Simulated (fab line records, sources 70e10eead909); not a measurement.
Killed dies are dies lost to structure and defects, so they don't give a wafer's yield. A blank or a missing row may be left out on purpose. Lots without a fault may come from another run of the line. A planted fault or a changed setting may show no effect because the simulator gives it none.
Which tool did it? | flow nand_harc | 12 lots, 36 wafers sampled, at 5 steps of a route of 1302

WHAT THE GAUGES READ, wafer by wafer
NHARC_END_SORT_01. Usual: killed_at_array 52, standard deviation 17; killed_at_other 1.2, standard deviation 1.4; killed_at_periphery 4.7, standard deviation 2.9; killed_dies 58, standard deviation 17; killed_open 3.2, standard deviation 1.9; killed_short 2.4, standard deviation 1.4.
lot  | measured     | on        | killed_at_array | killed_at_other | killed_at_periphery | killed_dies | killed_open | killed_short | flag
L300 | day 25 00:46 | prober-02 | 44 53 39        | 0 0 1           | 4 3 5               | 48 56 45    | 0 3 6       | 2 2 4        |
L301 | day 25 22:43 | prober-02 | 673 676 674     | 2 0 1           | 2 1 2               | 677 677 677 | 2 2 3       | 1 3 4        | OFF
L304 | day 26 17:14 | prober-01 | 674 671 673     | 0 2 1           | 3 4 3               | 677 677 677 | 4 2 2       | 2 3 2        | OFF
L310 | day 28 20:31 | prober-02 | 40 41 42        | 2 0 0           | 3 2 5               | 45 43 47    | 2 3 1       | 3 2 2        |
L313 | day 30 01:58 | prober-01 | 47 63 65        | 0 0 2           | 2 1 0               | 49 64 67    | 5 5 0       | 3 2 5        |
L311 | day 30 11:25 | prober-01 | 47 60 63        | 1 1 0           | 2 3 3               | 50 64 66    | 1 3 7       | 1 2 4        |
L315 | day 30 19:19 | prober-02 | 79 78 89        | 3 2 1           | 6 4 4               | 88 84 94    | 3 4 5       | 2 2 1        |
L314 | day 30 19:20 | prober-01 | 31 28 15        | 1 0 0           | 6 4 1               | 38 32 16    | 6 3 2       | 3 3 1        |
L317 | day 32 18:51 | prober-01 | 56 64 72        | 4 1 1           | 4 9 3               | 64 74 76    | 1 2 3       | 5 2 2        |
L319 | day 33 05:41 | prober-02 | 45 39 27        | 0 2 5           | 2 8 2               | 47 49 34    | 1 6 1       | 1 3 1        |
L320 | day 33 12:10 | prober-01 | 38 53 47        | 0 3 3           | 6 7 3               | 44 63 53    | 2 2 6       | 4 3 3        |
L321 | day 33 21:40 | prober-01 | 43 37 50        | 0 0 0           | 3 3 2               | 46 40 52    | 4 2 2       | 3 1 1        |

WHICH TOOL RAN EACH LOT (tool, then ch and the chambers of the sampled wafers, then the start)
lot  | NHARC_A_STAIRCASE_DEP_301       | NHARC_A_STAIRCASE_HM_OPEN_463                 | NHARC_A_STAIRCASE_ETCH_315         | NHARC_A_STAIRCASE_STRIP_316
L300 | pecvd-04 ch 0,2, day 17 16:17   | rie_diel-04 ch 0,1,2, day 17 17:52 or earlier | rie_diel-04 ch 1,2,3, day 17 17:52 | rie_diel-04 ch 2,3, day 25 00:46 or earlier
L301 | pecvd-03 ch 1,2, day 18 10:44   | rie_diel-05 ch 0,1,3, day 18 14:58 or earlier | rie_diel-05 ch 1,2,3, day 18 14:58 | rie_diel-05 ch 1,2,3, day 25 22:43 or earlier
L304 | pecvd-03 ch 0,1,2, day 19 04:01 | rie_diel-05 ch 1,3, day 19 05:42 or earlier   | rie_diel-05 ch 0,1,3, day 19 05:42 | rie_diel-05 ch 0,2, day 26 17:14 or earlier
L310 | pecvd-04 ch 0,1,2, day 21 12:41 | rie_diel-04 ch 1,2,3, day 21 14:20 or earlier | rie_diel-04 ch 0,1,2, day 21 14:20 | rie_diel-04 ch 0,1,2, day 28 20:31 or earlier
L313 | pecvd-03 ch 0,1, day 22 14:21   | rie_diel-05 ch 0,1,2, day 22 17:01 or earlier | rie_diel-05 ch 1,3, day 22 17:01   | rie_diel-05 ch 0,2,3, day 30 01:58 or earlier
L311 | pecvd-04 ch 0,1, day 22 20:14   | rie_diel-05 ch 1,2,3, day 22 21:46 or earlier | rie_diel-05 ch 0,1, day 22 21:46   | rie_diel-05 ch 0,3, day 30 11:25 or earlier
L315 | pecvd-04 ch 0,1, day 23 11:41   | rie_diel-10 ch 0,1,3, day 23 14:23 or earlier | rie_diel-10 ch 1,2,3, day 23 14:23 | rie_diel-10 ch 0,3, day 30 19:19 or earlier
L314 | pecvd-03 ch 0,1, day 23 16:08   | rie_diel-05 ch 2,3, day 23 17:41 or earlier   | rie_diel-05 ch 1,2, day 23 17:41   | rie_diel-05 ch 0,1,3, day 30 19:20 or earlier
L317 | pecvd-02 ch 0,1,2, day 24 23:14 | rie_diel-05 ch 0,2, day 25 00:48 or earlier   | rie_diel-05 ch 0,2, day 25 00:48   | rie_diel-05 ch 0,3, day 32 18:51 or earlier
L319 | pecvd-04 ch 1,2, day 25 12:16   | rie_diel-10 ch 0,1,3, day 25 14:02 or earlier | rie_diel-10 ch 1,2,3, day 25 14:02 | rie_diel-10 ch 0,3, day 33 05:41 or earlier
L320 | pecvd-04 ch 1,2, day 26 03:53   | rie_diel-04 ch 1,3, day 26 05:25 or earlier   | rie_diel-04 ch 1,2,3, day 26 05:25 | rie_diel-04 ch 1,3, day 33 12:10 or earlier
L321 | pecvd-02 ch 0,1,2, day 26 10:32 | rie_diel-04 ch 0,1,2, day 26 12:10 or earlier | rie_diel-04 ch 0,1, day 26 12:10   | rie_diel-04 ch 0,1,2, day 33 21:40 or earlier
- NHARC_A_STAIRCASE_DEP_301: deposits SiON, target thk 30 nm.
- NHARC_A_STAIRCASE_HM_OPEN_463: chemistry O2/COS.
- NHARC_A_STAIRCASE_ETCH_315: etches the open film in C4F8/O2/Ar, target depth 2500 nm, time 607.1 s.
- NHARC_A_STAIRCASE_STRIP_316: strips in O2.

WHAT THE TOOLS THEMSELVES READ (means of the sampled wafers that have a number; where no wafer has one, the mark that the record gives instead)
NHARC_A_STAIRCASE_DEP_301. Usual: chamber_pressure_Torr 3.499 Torr, standard deviation 0.0064; heater_power_outer_w 436 W, standard deviation 57; heater_power_w 738 W, standard deviation 78.
lot  | tool     | chamber_pressure_Torr (Torr) | heater_power_outer_w (W) | heater_power_w (W) | flag
L300 | pecvd-04 | 3.501                        | 426                      | 734                |
L301 | pecvd-03 | 3.497                        | 433                      | 730                |
L304 | pecvd-03 | 3.502                        | 479                      | 778                |
L310 | pecvd-04 | 3.496                        | 433                      | 747                |
L313 | pecvd-03 | 3.506                        | 386                      | 675                |
L311 | pecvd-04 | 3.498                        | 458                      | 785                |
L315 | pecvd-04 | 3.502                        | 433                      | 744                |
L314 | pecvd-03 | 3.498                        | 427                      | 738                |
L317 | pecvd-02 | 3.506                        | 422                      | 711                |
L319 | pecvd-04 | 3.498                        | 414                      | 716                |
L320 | pecvd-04 | 3.491                        | 413                      | 718                |
L321 | pecvd-02 | 3.501                        | 420                      | 687                |

NHARC_A_STAIRCASE_HM_OPEN_463. Usual: drypump_motor_current_A 5.8 A, standard deviation 0.49; oes_product_au 0.999 a.u., standard deviation 0.014; rf_vpp_V 466 V, standard deviation 3.1; showerhead_plenum_p_Torr 3.07 Torr, standard deviation 0.14; throttle_valve_pct 28.331 %, standard deviation 0.0099.
lot  | tool        | drypump_motor_current_A (A) | oes_product_au (a.u.) | rf_vpp_V (V) | showerhead_plenum_p_Torr (Torr) | throttle_valve_pct (%) | flag
L300 | rie_diel-04 | 5.9                         | 0.999                 | 465          | 3.02                            | 28.320                 |
L301 | rie_diel-05 | 5.6                         | 1.003                 | 468          | 3.18                            | 28.329                 |
L304 | rie_diel-05 | 5.3                         | 0.997                 | 468          | 3.13                            | 28.334                 |
L310 | rie_diel-04 | 6.3                         | 1.007                 | 467          | 3.10                            | 28.336                 |
L313 | rie_diel-05 | 5.5                         | 1.005                 | 466          | 3.07                            | 28.323                 |
L311 | rie_diel-05 | 5.4                         | 1.001                 | 468          | 3.13                            | 28.326                 |
L315 | rie_diel-10 | 5.8                         | 0.981                 | 466          | 3.07                            | 28.325                 |
L314 | rie_diel-05 | 5.6                         | 1.003                 | 467          | 3.13                            | 28.337                 |
L317 | rie_diel-05 | 5.6                         | 1.018                 | 466          | 3.08                            | 28.336                 |
L319 | rie_diel-10 | 5.8                         | 0.989                 | 466          | 3.06                            | 28.329                 |
L320 | rie_diel-04 | 6.6                         | 1.014                 | 468          | 3.16                            | 28.322                 |
L321 | rie_diel-04 | 5.9                         | 0.997                 | 464          | 2.99                            | 28.334                 |

NHARC_A_STAIRCASE_ETCH_315. Usual: bias_w 3001 W, standard deviation 9.1; chamber_pressure_mTorr 25.000 mTorr, standard deviation 0.021; oes_product_au 0.933 a.u., standard deviation 0.013; rf_vpp_V 1822 V, standard deviation 11.
lot  | tool        | bias_w (W) | chamber_pressure_mTorr (mTorr) | oes_product_au (a.u.) | rf_vpp_V (V) | flag
L300 | rie_diel-04 | 3003       | 25.004                         | 0.950                 | 1827         |
L301 | rie_diel-05 | -          | -                              | -                     | -            | OFF
L304 | rie_diel-05 | -          | -                              | -                     | -            | OFF
L310 | rie_diel-04 | 2993       | 25.012                         | 0.932                 | 1818         |
L313 | rie_diel-05 | 2999       | 24.983                         | 0.910                 | 1835         |
L311 | rie_diel-05 | 3019       | 25.016                         | 0.930                 | 1826         |
L315 | rie_diel-10 | 2989       | 24.992                         | 0.936                 | 1822         |
L314 | rie_diel-05 | 2992       | 24.994                         | 0.943                 | 1819         |
L317 | rie_diel-05 | 3009       | 24.989                         | 0.944                 | 1826         |
L319 | rie_diel-10 | 3014       | 25.037                         | 0.927                 | 1822         |
L320 | rie_diel-04 | 2999       | 25.003                         | 0.944                 | 1823         |
L321 | rie_diel-04 | 3003       | 24.983                         | 0.936                 | 1815         |

NHARC_A_STAIRCASE_STRIP_316. Usual: drypump_motor_current_A 5.8 A, standard deviation 0.48; oes_product_au 1.000 a.u., standard deviation 0.015; rf_vpp_V 57.5 V, standard deviation 0.82; showerhead_plenum_p_Torr 3.47 Torr, standard deviation 0.15; throttle_valve_pct 17.036 %, standard deviation 0.0079.
lot  | tool        | drypump_motor_current_A (A) | oes_product_au (a.u.) | rf_vpp_V (V) | showerhead_plenum_p_Torr (Torr) | throttle_valve_pct (%) | flag
L300 | rie_diel-04 | 6.3                         | 1.016                 | 56.7         | 3.52                            | 17.034                 |
L301 | rie_diel-05 | 5.4                         | 1.003                 | 57.9         | 3.55                            | 17.032                 |
L304 | rie_diel-05 | 5.7                         | 1.025                 | 57.3         | 3.50                            | 17.030                 |
L310 | rie_diel-04 | 5.9                         | 1.004                 | 58.0         | 3.40                            | 17.036                 |
L313 | rie_diel-05 | 5.7                         | 1.002                 | 57.7         | 3.59                            | 17.042                 |
L311 | rie_diel-05 | 5.7                         | 0.996                 | 58.1         | 3.70                            | 17.025                 |
L315 | rie_diel-10 | 6.2                         | 0.987                 | 57.1         | 3.35                            | 17.045                 |
L314 | rie_diel-05 | 5.5                         | 0.986                 | 57.2         | 3.57                            | 17.042                 |
L317 | rie_diel-05 | 5.7                         | 1.000                 | 57.9         | 3.62                            | 17.040                 |
L319 | rie_diel-10 | 6.1                         | 0.984                 | 56.9         | 3.41                            | 17.034                 |
L320 | rie_diel-04 | 6.6                         | 1.006                 | 57.1         | 3.58                            | 17.033                 |
L321 | rie_diel-04 | 5.9                         | 0.997                 | 57.0         | 3.38                            | 17.039                 |

THE ANSWER, worked out from the rows above alone
Rule: a lot is off if the mean of its wafers that have a number lies more than 3 standard deviations from the usual mean. A lot without any number at a reading at which 4 lots or more have one is off too. The other lots that the step has rows for count as sound. The gauges are gone through in route order, then the tools' own readings, and for those a lot's mean is taken as printed above. The first step at which some lot is off is used, and at that step the reading that is off furthest; a lot without a number counts as furthest.
Off: L301, L304, at NHARC_END_SORT_01 (killed_at_array).
A tool fits if, at a process step before that reading, it ran every lot that is off, and no sound lot after the first of them. The gauges at NHARC_END_SORT_01 aren't tried: what is off there is off at NHARC_A_STAIRCASE_ETCH_315 too, on other tools, and a gauge's error can't cause that. NHARC_A_STAIRCASE_HM_OPEN_463 gives no start for some lots, so the hours and the order of its lots are those of NHARC_A_STAIRCASE_ETCH_315. NHARC_A_STAIRCASE_STRIP_316 gives no start for some lots, so the hours and the order of its lots are those of NHARC_END_SORT_01. None of those tried fits.

WHAT THE SIMULATOR HAD PUT IN
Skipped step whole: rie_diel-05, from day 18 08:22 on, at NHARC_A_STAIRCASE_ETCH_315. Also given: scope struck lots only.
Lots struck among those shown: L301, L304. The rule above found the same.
